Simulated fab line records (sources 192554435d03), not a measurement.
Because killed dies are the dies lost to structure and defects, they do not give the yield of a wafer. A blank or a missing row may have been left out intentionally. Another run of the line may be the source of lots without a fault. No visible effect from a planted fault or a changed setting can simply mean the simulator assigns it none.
Which tool was responsible? :: flow n5 finfet :: 27 wafers from 9 lots sampled at 5 of the route's 1938 steps

== WHAT THE GAUGES READ, wafer by wafer ==
N5_BEOL_M4_RC_MEAS_101. Usual: DIBL_N 35.7 mV/V, standard deviation 1.5; DIBL_P 35.7 mV/V, standard deviation 2; IOFF_N 0.155 nA/um, standard deviation 0.026; IOFF_P 0.20 nA/um, standard deviation 0.031; ION_N 675 uA/um, standard deviation 11; ION_P 462 uA/um, standard deviation 7.1; SS_N 71.3 mV/dec, standard deviation 0.57; SS_P 73.1 mV/dec, standard deviation 0.56; VT_N 250 mV, standard deviation 3; VT_P -251 mV, standard deviation 3.
lot: L990
measured: day 8 07:52
on: prober-02
DIBL_N (mV/V): 36.7 37.2 35.3
DIBL_P (mV/V): 36.3 36.8 34.4
IOFF_N (nA/um): 0.153 0.171 0.142
IOFF_P (nA/um): 0.21 0.23 0.18
ION_N (uA/um): 667 673 666
ION_P (uA/um): 459 459 461
SS_N (mV/dec): 71.6 71.7 71.2
SS_P (mV/dec): 72.7 73.6 72.6
VT_N (mV): 251 250 252
VT_P (mV): -252 -249 -251
flag: 

lot: L992
measured: day 9 02:08
on: prober-02
DIBL_N (mV/V): 34.0 36.0 33.7
DIBL_P (mV/V): 33.8 37.2 33.5
IOFF_N (nA/um): 0.141 0.186 0.142
IOFF_P (nA/um): 0.19 0.26 0.19
ION_N (uA/um): 683 685 678
ION_P (uA/um): 462 468 465
SS_N (mV/dec): 71.2 71.9 70.4
SS_P (mV/dec): 72.1 73.3 72.3
VT_N (mV): 250 245 249
VT_P (mV): -250 -246 -250
flag: 

lot: L102
measured: day 11 12:53
on: prober-01
DIBL_N (mV/V): 35.4 34.8 34.9
DIBL_P (mV/V): 35.9 35.0 34.9
IOFF_N (nA/um): 0.176 0.153 0.155
IOFF_P (nA/um): 0.23 0.21 0.21
ION_N (uA/um): 693 682 678
ION_P (uA/um): 478 471 470
SS_N (mV/dec): 71.7 70.9 70.7
SS_P (mV/dec): 73.7 73.1 73.3
VT_N (mV): 246 249 248
VT_P (mV): -247 -248 -250
flag: 

lot: L103
measured: day 11 15:58
on: prober-02
DIBL_N (mV/V): 40.4 35.7 37.5
DIBL_P (mV/V): 41.2 35.2 37.8
IOFF_N (nA/um): 0.250 0.151 0.180
IOFF_P (nA/um): 0.28 0.19 0.21
ION_N (uA/um): 700 672 685
ION_P (uA/um): 466 460 466
SS_N (mV/dec): 72.0 70.9 71.6
SS_P (mV/dec): 74.0 72.9 73.3
VT_N (mV): 243 250 250
VT_P (mV): -248 -254 -252
flag: 

lot: L104
measured: day 12 03:38
on: prober-02
DIBL_N (mV/V): 34.9 35.6 35.3
DIBL_P (mV/V): 35.7 35.3 36.2
IOFF_N (nA/um): 0.146 0.153 0.148
IOFF_P (nA/um): 0.18 0.18 0.20
ION_N (uA/um): 680 667 676
ION_P (uA/um): 461 459 465
SS_N (mV/dec): 70.7 70.9 70.3
SS_P (mV/dec): 72.8 73.2 73.6
VT_N (mV): 249 250 250
VT_P (mV): -250 -250 -252
flag: 

lot: L105
measured: day 11 20:23
on: prober-02
DIBL_N (mV/V): 37.2 37.9 36.4
DIBL_P (mV/V): 36.8 38.4 36.6
IOFF_N (nA/um): 0.162 0.173 0.152
IOFF_P (nA/um): 0.21 0.23 0.21
ION_N (uA/um): 670 679 672
ION_P (uA/um): 459 462 456
SS_N (mV/dec): 71.5 71.5 72.0
SS_P (mV/dec): 73.0 73.5 72.5
VT_N (mV): 253 250 251
VT_P (mV): -248 -249 -250
flag: 

lot: L110
measured: day 13 17:22
on: prober-01
DIBL_N (mV/V): 34.4 33.9 36.7
DIBL_P (mV/V): 34.9 34.4 37.3
IOFF_N (nA/um): 0.137 0.128 0.166
IOFF_P (nA/um): 0.18 0.18 0.21
ION_N (uA/um): 666 659 675
ION_P (uA/um): 456 456 459
SS_N (mV/dec): 71.0 71.1 71.2
SS_P (mV/dec): 72.7 72.4 73.2
VT_N (mV): 251 252 250
VT_P (mV): -253 -255 -253
flag: 

lot: L111
measured: day 14 00:05
on: prober-02
DIBL_N (mV/V): 31.0 36.2 37.6
DIBL_P (mV/V): 29.9 35.2 38.5
IOFF_N (nA/um): 0.093 0.162 0.201
IOFF_P (nA/um): 0.14 0.20 0.26
ION_N (uA/um): 657 678 679
ION_P (uA/um): 459 460 464
SS_N (mV/dec): 69.6 71.8 71.5
SS_P (mV/dec): 71.6 73.4 73.3
VT_N (mV): 255 248 249
VT_P (mV): -254 -250 -248
flag: 

lot: L113
measured: day 14 08:04
on: prober-02
DIBL_N (mV/V): 36.7 37.4 35.5
DIBL_P (mV/V): 38.3 38.4 37.9
IOFF_N (nA/um): 0.173 0.189 0.159
IOFF_P (nA/um): 0.21 0.22 0.21
ION_N (uA/um): 680 674 683
ION_P (uA/um): 466 461 462
SS_N (mV/dec): 72.6 71.5 72.3
SS_P (mV/dec): 73.2 73.3 72.8
VT_N (mV): 247 246 249
VT_P (mV): -251 -251 -250
flag: 

== WHAT TOOL EACH LOT RAN ON (gives the tool, then ch and the chambers of the sampled wafers, and finally the start) ==
lot: L990
N5_WELL_APT_COAT_19: litho track-01 ch 0, day 1 14:40
N5_WELL_APT_RTA_34: rtp anneal-01 ch 0, day 1 15:58
N5_PMOS_HMC_CHANNEL_EPI_DESCUM_14: rie diel-04 ch 0,3, day 1 17:52
N5_PMOS_HMC_CHANNEL_EPI_HM_OPEN_15: rie diel-04 ch 0,3, day 1 17:56

lot: L992
N5_WELL_APT_COAT_19: litho track-02 ch 0, day 2 02:27
N5_WELL_APT_RTA_34: rtp anneal-02 ch 0, day 2 03:36
N5_PMOS_HMC_CHANNEL_EPI_DESCUM_14: rie diel-02 ch 2,3, day 2 05:14
N5_PMOS_HMC_CHANNEL_EPI_HM_OPEN_15: rie diel-02 ch 2,3, day 2 05:18

lot: L102
N5_WELL_APT_COAT_19: litho track-05 ch 0, day 4 15:04
N5_WELL_APT_RTA_34: rtp anneal-01 ch 0, day 4 16:11
N5_PMOS_HMC_CHANNEL_EPI_DESCUM_14: rie diel-05 ch 0,1, day 4 17:29
N5_PMOS_HMC_CHANNEL_EPI_HM_OPEN_15: rie diel-05 ch 0,1, day 4 17:34

lot: L103
N5_WELL_APT_COAT_19: litho track-01 ch 0, day 4 20:32
N5_WELL_APT_RTA_34: rtp anneal-02 ch 0, day 4 21:43
N5_PMOS_HMC_CHANNEL_EPI_DESCUM_14: rie diel-04 ch 0,2, day 4 23:06
N5_PMOS_HMC_CHANNEL_EPI_HM_OPEN_15: rie diel-04 ch 0,2, day 4 23:11

lot: L104
N5_WELL_APT_COAT_19: litho track-01 ch 0, day 5 02:49
N5_WELL_APT_RTA_34: rtp anneal-01 ch 0, day 5 04:10
N5_PMOS_HMC_CHANNEL_EPI_DESCUM_14: rie diel-02 ch 1,3, day 5 05:34
N5_PMOS_HMC_CHANNEL_EPI_HM_OPEN_15: rie diel-02 ch 1,3, day 5 05:38

lot: L105
N5_WELL_APT_COAT_19: litho track-01 ch 0, day 5 08:40
N5_WELL_APT_RTA_34: rtp anneal-01 ch 0, day 5 09:52
N5_PMOS_HMC_CHANNEL_EPI_DESCUM_14: rie diel-05 ch 0,1,2, day 5 11:14
N5_PMOS_HMC_CHANNEL_EPI_HM_OPEN_15: rie diel-05 ch 0,1,2, day 5 11:19

lot: L110
N5_WELL_APT_COAT_19: litho track-02 ch 0, day 6 14:32
N5_WELL_APT_RTA_34: rtp anneal-01 ch 0, day 6 17:15
N5_PMOS_HMC_CHANNEL_EPI_DESCUM_14: rie diel-04 ch 2,3, day 6 19:02
N5_PMOS_HMC_CHANNEL_EPI_HM_OPEN_15: rie diel-04 ch 2,3, day 6 19:06

lot: L111
N5_WELL_APT_COAT_19: litho track-05 ch 0, day 6 20:56
N5_WELL_APT_RTA_34: rtp anneal-01 ch 0, day 6 22:38
N5_PMOS_HMC_CHANNEL_EPI_DESCUM_14: rie diel-02 ch 0,2, day 7 00:01
N5_PMOS_HMC_CHANNEL_EPI_HM_OPEN_15: rie diel-02 ch 0,2, day 7 00:06

lot: L113
N5_WELL_APT_COAT_19: litho track-02 ch 0, day 7 08:25
N5_WELL_APT_RTA_34: rtp anneal-01 ch 0, day 7 09:32
N5_PMOS_HMC_CHANNEL_EPI_DESCUM_14: rie diel-02 ch 0,1,2, day 7 11:07
N5_PMOS_HMC_CHANNEL_EPI_HM_OPEN_15: rie diel-02 ch 0,1,2, day 7 11:12
- N5_WELL_APT_COAT_19: resist thk 950 nm.
- N5_WELL_APT_RTA_34: time 10 s.
- N5_PMOS_HMC_CHANNEL_EPI_DESCUM_14: chemistry O2, time 7.9 s.
- N5_PMOS_HMC_CHANNEL_EPI_HM_OPEN_15: chemistry CHF3/O2, target SiO2, target depth 40.6 nm, time 20.3 s.

== WHAT THE TOOLS THEMSELVES READ (means of the sampled wafers that have a number; where no wafer has one, the mark that the record gives instead) ==
N5_WELL_APT_COAT_19. Usual: spin speed rpm reads 1357.0 rpm (standard deviation 1.2).
lot: L990
tool: litho track-01
spin speed rpm (rpm): 1356.3
flag: 

lot: L992
tool: litho track-02
spin speed rpm (rpm): 1357.1
flag: 

lot: L102
tool: litho track-05
spin speed rpm (rpm): 1357.4
flag: 

lot: L103
tool: litho track-01
spin speed rpm (rpm): 1356.7
flag: 

lot: L104
tool: litho track-01
spin speed rpm (rpm): 1428.4
flag: OFF

lot: L105
tool: litho track-01
spin speed rpm (rpm): 1428.0
flag: OFF

lot: L110
tool: litho track-02
spin speed rpm (rpm): 1356.5
flag: 

lot: L111
tool: litho track-05
spin speed rpm (rpm): 1357.5
flag: 

lot: L113
tool: litho track-02
spin speed rpm (rpm): 1357.8
flag: 

N5_WELL_APT_RTA_34. Usual: lamp power pct 13.01 %, standard deviation 0.056; lamp_zone_3_pct 12.993 %, standard deviation 0.025; wafer_temp_C_max 1003.6, standard deviation 1.
lot: L990
tool: rtp anneal-01
lamp power pct (%): 13.06
lamp_zone_3_pct (%): 12.993
wafer_temp_C_max: 1003.8
flag: 

lot: L992
tool: rtp anneal-02
lamp power pct (%): 13.04
lamp_zone_3_pct (%): 12.984
wafer_temp_C_max: 1003.6
flag: 

lot: L102
tool: rtp anneal-01
lamp power pct (%): 13.06
lamp_zone_3_pct (%): 12.982
wafer_temp_C_max: 1003.2
flag: 

lot: L103
tool: rtp anneal-02
lamp power pct (%): 13.00
lamp_zone_3_pct (%): 12.981
wafer_temp_C_max: 1004.0
flag: 

lot: L104
tool: rtp anneal-01
lamp power pct (%): 13.01
lamp_zone_3_pct (%): 12.995
wafer_temp_C_max: 1004.1
flag: 

lot: L105
tool: rtp anneal-01
lamp power pct (%): 13.00
lamp_zone_3_pct (%): 12.983
wafer_temp_C_max: 1003.9
flag: 

lot: L110
tool: rtp anneal-01
lamp power pct (%): 13.01
lamp_zone_3_pct (%): 12.980
wafer_temp_C_max: 1003.8
flag: 

lot: L111
tool: rtp anneal-01
lamp power pct (%): 12.98
lamp_zone_3_pct (%): 13.010
wafer_temp_C_max: 1002.7
flag: 

lot: L113
tool: rtp anneal-01
lamp power pct (%): 12.95
lamp_zone_3_pct (%): 12.970
wafer_temp_C_max: 1003.1
flag: 

N5_PMOS_HMC_CHANNEL_EPI_DESCUM_14. Usual: drypump motor current A 5.5 A, standard deviation 0.39; oes product au 0.78 a.u., standard deviation 0.089; rf vpp V 243.4 V, standard deviation 1.3; showerhead plenum p Torr 2.11 Torr, standard deviation 0.065; throttle valve pct 20.42 %, standard deviation 0.13.
lot: L990
tool: rie diel-04
drypump motor current A (A): 5.8
oes product au (a.u.): 0.90
rf vpp V (V): 244.1
showerhead plenum p Torr (Torr): 2.13
throttle valve pct (%): 20.31
flag: 

lot: L992
tool: rie diel-02
drypump motor current A (A): 5.3
oes product au (a.u.): 0.76
rf vpp V (V): 244.2
showerhead plenum p Torr (Torr): 2.17
throttle valve pct (%): 20.44
flag: 

lot: L102
tool: rie diel-05
drypump motor current A (A): 6.0
oes product au (a.u.): 0.77
rf vpp V (V): 244.1
showerhead plenum p Torr (Torr): 2.15
throttle valve pct (%): 20.52
flag: 

lot: L103
tool: rie diel-04
drypump motor current A (A): 6.2
oes product au (a.u.): 0.87
rf vpp V (V): 244.1
showerhead plenum p Torr (Torr): 2.14
throttle valve pct (%): 20.43
flag: 

lot: L104
tool: rie diel-02
drypump motor current A (A): 5.0
oes product au (a.u.): 0.71
rf vpp V (V): 244.2
showerhead plenum p Torr (Torr): 2.15
throttle valve pct (%): 20.42
flag: 

lot: L105
tool: rie diel-05
drypump motor current A (A): 5.8
oes product au (a.u.): 0.83
rf vpp V (V): 243.7
showerhead plenum p Torr (Torr): 2.15
throttle valve pct (%): 20.48
flag: 

lot: L110
tool: rie diel-04
drypump motor current A (A): 5.9
oes product au (a.u.): 0.90
rf vpp V (V): 243.2
showerhead plenum p Torr (Torr): 2.12
throttle valve pct (%): 20.37
flag: 

lot: L111
tool: rie diel-02
drypump motor current A (A): 5.5
oes product au (a.u.): 0.71
rf vpp V (V): 242.2
showerhead plenum p Torr (Torr): 2.02
throttle valve pct (%): 20.33
flag: 

lot: L113
tool: rie diel-02
drypump motor current A (A): 5.3
oes product au (a.u.): 0.71
rf vpp V (V): 242.4
showerhead plenum p Torr (Torr): 2.07
throttle valve pct (%): 20.35
flag: 

N5_PMOS_HMC_CHANNEL_EPI_HM_OPEN_15. Usual: drypump motor current A 5.5 A, standard deviation 0.39; oes product au 0.77 a.u., standard deviation 0.089; rf vpp V 525 V, standard deviation 5.7; showerhead plenum p Torr 2.43 Torr, standard deviation 0.075; throttle valve pct 18.90 %, standard deviation 0.17.
lot: L990
tool: rie diel-04
drypump motor current A (A): 5.8
oes product au (a.u.): 0.90
rf vpp V (V): 531
showerhead plenum p Torr (Torr): 2.46
throttle valve pct (%): 18.87
flag: 

lot: L992
tool: rie diel-02
drypump motor current A (A): 5.3
oes product au (a.u.): 0.77
rf vpp V (V): 529
showerhead plenum p Torr (Torr): 2.49
throttle valve pct (%): 18.93
flag: 

lot: L102
tool: rie diel-05
drypump motor current A (A): 6.0
oes product au (a.u.): 0.77
rf vpp V (V): 526
showerhead plenum p Torr (Torr): 2.48
throttle valve pct (%): 19.05
flag: 

lot: L103
tool: rie diel-04
drypump motor current A (A): 6.2
oes product au (a.u.): 0.88
rf vpp V (V): 526
showerhead plenum p Torr (Torr): 2.45
throttle valve pct (%): 18.86
flag: 

lot: L104
tool: rie diel-02
drypump motor current A (A): 5.0
oes product au (a.u.): 0.70
rf vpp V (V): 524
showerhead plenum p Torr (Torr): 2.49
throttle valve pct (%): 18.99
flag: 

lot: L105
tool: rie diel-05
drypump motor current A (A): 5.8
oes product au (a.u.): 0.82
rf vpp V (V): 525
showerhead plenum p Torr (Torr): 2.46
throttle valve pct (%): 18.91
flag: 

lot: L110
tool: rie diel-04
drypump motor current A (A): 5.9
oes product au (a.u.): 0.89
rf vpp V (V): 533
showerhead plenum p Torr (Torr): 2.46
throttle valve pct (%): 18.95
flag: 

lot: L111
tool: rie diel-02
drypump motor current A (A): 5.5
oes product au (a.u.): 0.71
rf vpp V (V): 521
showerhead plenum p Torr (Torr): 2.31
throttle valve pct (%): 18.79
flag: 

lot: L113
tool: rie diel-02
drypump motor current A (A): 5.3
oes product au (a.u.): 0.71
rf vpp V (V): 520
showerhead plenum p Torr (Torr): 2.38
throttle valve pct (%): 18.83
flag: 

== THE ANSWER, worked out from the rows above alone ==
Rule: lot off if the mean of its wafers having a number is beyond 3 standard deviations from the usual mean. Also off: a lot with no number at a reading for which 4 or more lots have one. The other lots that the step has rows for count as sound. The gauges are gone through in route order, then the tools' own readings, and for those a lot's mean is taken as printed above. The first step at which some lot is off is used, and at that step the reading that is off furthest; a lot without a number counts as furthest.
Off: L104, L105 (N5_WELL_APT_COAT_19, spin speed rpm).
A tool fits if, at that step or a process step before it, it ran every lot that is off, and no sound lot after the first of them. One fits: litho track-01 at N5_WELL_APT_COAT_19. Its last sound lot is L103 (day 4 20:32), its first lot that is off L104 (day 5 02:49): a fault that began between those two fits.
The tool's own readings at N5_WELL_APT_COAT_19 bear it out: on the lots that are off they differ by more than 5 times the standard deviation of the sound lots' means. spin speed rpm reads 1428.2 rpm there against 1357.0 rpm on the sound lots.

== WHAT THE SIMULATOR PUT IN ==
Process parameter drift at N5_WELL_APT_COAT_19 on litho track-01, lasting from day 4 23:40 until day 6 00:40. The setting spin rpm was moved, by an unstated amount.
Lots struck among those shown: L105, L104. This agrees with what the rule above found.
